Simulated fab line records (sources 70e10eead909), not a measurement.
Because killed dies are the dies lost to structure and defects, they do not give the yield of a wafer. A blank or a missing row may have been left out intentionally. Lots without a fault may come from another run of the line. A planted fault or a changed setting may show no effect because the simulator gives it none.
Matching of chambers -- flow nand_harc -- 4 sister chambers for NHARC_A_WL_FILL_ALD_19 on ald_metal-04
The step deposits TiN, target thk 2 nm, pulse time 3 s, ald cycles 100. 8 wafers are shown with their chamber, then 7 later ones without.

WAFERS PAIRED WITH THEIR CHAMBERS
wafer,chamber,heater_power_w (W),precursor_pulse_height_rel
L077.5,3,1211,1.013
L078.2,3,1222,1.001
L088.5,0,1295,0.996
L089.3,1,1305,0.993
L089.4,2,1116,0.990
L089.5,1,1291,0.967
L090.1,0,1316,0.967
L090.3,2,1112,1.010

WAFERS WHOSE CHAMBER IS MISSING
wafer,heater_power_w (W),precursor_pulse_height_rel
L090.4,1146,0.982
L095.2,1111,0.996
L095.4,1275,1.021
L095.6,1155,1.024
L097.2,1107,0.997
L097.3,1170,0.995
L097.4,1249,1.010

WHICH CHAMBER EACH WENT THROUGH
wafer,from the rows above,in truth
L090.4,2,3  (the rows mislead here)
L095.2,2,2
L095.4,can't be placed: 1 or 0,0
L095.6,can't be placed: 2 or 3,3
L097.2,2,2
L097.3,can't be placed: 3 or 2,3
L097.4,3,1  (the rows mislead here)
Correctly placed: 2 of 7. These rows do not allow placing 3 (true chamber among the candidates in 3). Number placed wrongly: 2.
How it was worked out, from the rows above alone: a wafer's distance from a chamber is the root of the sum, over the readings, of the square of ((its reading less the chamber's mean) divided by the reading's scatter). If the next closest chamber is less than 2 further off than the closest, the wafer can't be placed; otherwise it belongs to the closest. For every chamber, the mean is computed from those of its wafers that are shown. The scatter: take each reading less its chamber's mean, square it, sum over the shown wafers, divide by the number of wafers less the number of chambers, and take the root.
